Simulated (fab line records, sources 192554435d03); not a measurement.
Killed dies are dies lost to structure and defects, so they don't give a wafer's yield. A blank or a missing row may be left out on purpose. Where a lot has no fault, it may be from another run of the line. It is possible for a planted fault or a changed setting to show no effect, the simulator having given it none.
Which tool is to blame? / flow n5Finfet / 36 wafers from 12 lots sampled at 4 of the route's 1938 steps

WHAT EACH GAUGE READ, for each wafer
N5_BEOL_M1_THK_MEAS_53: measures by xrf.
lot=L075; measured=day 7 07:16; on=filmMetro-02; M1_THK (nm)=38.0 39.8 40.3
lot=L077; measured=day 7 09:56; on=filmMetro-02; M1_THK (nm)=41.3 44.0 40.8
lot=L079; measured=day 7 21:38; on=filmMetro-02; M1_THK (nm)=38.6 40.4 41.6
lot=L081; measured=day 8 13:19; on=filmMetro-01; M1_THK (nm)=39.6 41.3 41.7
lot=L083; measured=day 9 02:38; on=filmMetro-01; M1_THK (nm)=41.2 41.3 43.0
lot=L085; measured=day 9 08:46; on=filmMetro-01; M1_THK (nm)=40.4 40.6 42.5
lot=L086; measured=day 9 18:32; on=filmMetro-01; M1_THK (nm)=38.2 39.9 39.9
lot=L089; measured=day 9 21:46; on=filmMetro-02; M1_THK (nm)=38.3 39.2 40.5
lot=L091; measured=day 10 17:23; on=filmMetro-02; M1_THK (nm)=39.9 39.7 41.3
lot=L093; measured=day 11 14:52; on=filmMetro-02; M1_THK (nm)=38.5 42.2 40.0
lot=L095; measured=day 11 23:32; on=filmMetro-01; M1_THK (nm)=38.3 40.6 39.4
lot=L097; measured=day 12 08:44; on=filmMetro-01; M1_THK (nm)=40.2 39.8 42.7

TOOL THAT RAN EACH LOT (tool first, then ch and the chambers of the sampled wafers, then the start)
lot=L075; N5_BEOL_M1_SPUTTER_79=pvdSputter-02, day 7 04:56; N5_BEOL_M1_ANNEAL_82=pvdSputter-02, day 7 05:14; N5_BEOL_M1_ANNEAL_51=rtpAnneal-01 ch 0, day 7 06:41
lot=L077; N5_BEOL_M1_SPUTTER_79=pvdSputter-02, day 7 07:37; N5_BEOL_M1_ANNEAL_82=pvdSputter-02, day 7 07:55; N5_BEOL_M1_ANNEAL_51=rtpAnneal-02 ch 0, day 7 09:23
lot=L079; N5_BEOL_M1_SPUTTER_79=pvdSputter-02, day 7 19:19; N5_BEOL_M1_ANNEAL_82=pvdSputter-02, day 7 19:37; N5_BEOL_M1_ANNEAL_51=rtpAnneal-01 ch 0, day 7 21:03
lot=L081; N5_BEOL_M1_SPUTTER_79=pvdSputter-02, day 8 10:59; N5_BEOL_M1_ANNEAL_82=pvdSputter-02, day 8 11:17; N5_BEOL_M1_ANNEAL_51=rtpAnneal-02 ch 0, day 8 12:46
lot=L083; N5_BEOL_M1_SPUTTER_79=pvdSputter-02, day 9 00:17; N5_BEOL_M1_ANNEAL_82=pvdSputter-02, day 9 00:35; N5_BEOL_M1_ANNEAL_51=rtpAnneal-02 ch 0, day 9 02:02
lot=L085; N5_BEOL_M1_SPUTTER_79=pvdSputter-03, day 9 06:26; N5_BEOL_M1_ANNEAL_82=pvdSputter-03, day 9 06:44; N5_BEOL_M1_ANNEAL_51=rtpAnneal-02 ch 0, day 9 08:13
lot=L086; N5_BEOL_M1_SPUTTER_79=pvdSputter-03, day 9 16:13; N5_BEOL_M1_ANNEAL_82=pvdSputter-03, day 9 16:31; N5_BEOL_M1_ANNEAL_51=rtpAnneal-01 ch 0, day 9 18:00
lot=L089; N5_BEOL_M1_SPUTTER_79=pvdSputter-02, day 9 19:27; N5_BEOL_M1_ANNEAL_82=pvdSputter-02, day 9 19:45; N5_BEOL_M1_ANNEAL_51=rtpAnneal-02 ch 0, day 9 21:11
lot=L091; N5_BEOL_M1_SPUTTER_79=pvdSputter-02, day 10 14:59; N5_BEOL_M1_ANNEAL_82=pvdSputter-02, day 10 15:17; N5_BEOL_M1_ANNEAL_51=rtpAnneal-02 ch 0, day 10 16:47
lot=L093; N5_BEOL_M1_SPUTTER_79=pvdSputter-01, day 11 12:33; N5_BEOL_M1_ANNEAL_82=pvdSputter-01, day 11 12:51; N5_BEOL_M1_ANNEAL_51=rtpAnneal-02 ch 0, day 11 14:20
lot=L095; N5_BEOL_M1_SPUTTER_79=pvdSputter-02, day 11 21:08; N5_BEOL_M1_ANNEAL_82=pvdSputter-02, day 11 21:26; N5_BEOL_M1_ANNEAL_51=rtpAnneal-01 ch 0, day 11 22:56
lot=L097; N5_BEOL_M1_SPUTTER_79=pvdSputter-03, day 12 06:24; N5_BEOL_M1_ANNEAL_82=pvdSputter-03, day 12 06:42; N5_BEOL_M1_ANNEAL_51=rtpAnneal-02 ch 0, day 12 08:08
- N5_BEOL_M1_SPUTTER_79: material Cu, target thk 4.5 nm, time 8.29 s.
- N5_BEOL_M1_ANNEAL_82: time 240 s.
- N5_BEOL_M1_ANNEAL_51: time 90 s.

THE ANSWER, worked out from the rows above alone
Rule: the lots themselves supply what counts as usual. Put in order of their means at a reading, lots are off if they are a third of the lots or fewer, leave a main group of 4 or more, and stand apart from it by a gap of 3 or more times the standard deviation of the main group's means; of several such gaps the widest counts. If all means in a main group match to the digits the tables above print for the reading, that group is not used. Also off: a lot with no number at a reading for which 4 or more lots have one. Any other lot the step has rows for is counted as sound.
Across all readings shown, no lot is off: no conclusion can be drawn from this.

WHAT THE SIMULATOR HAD INSERTED
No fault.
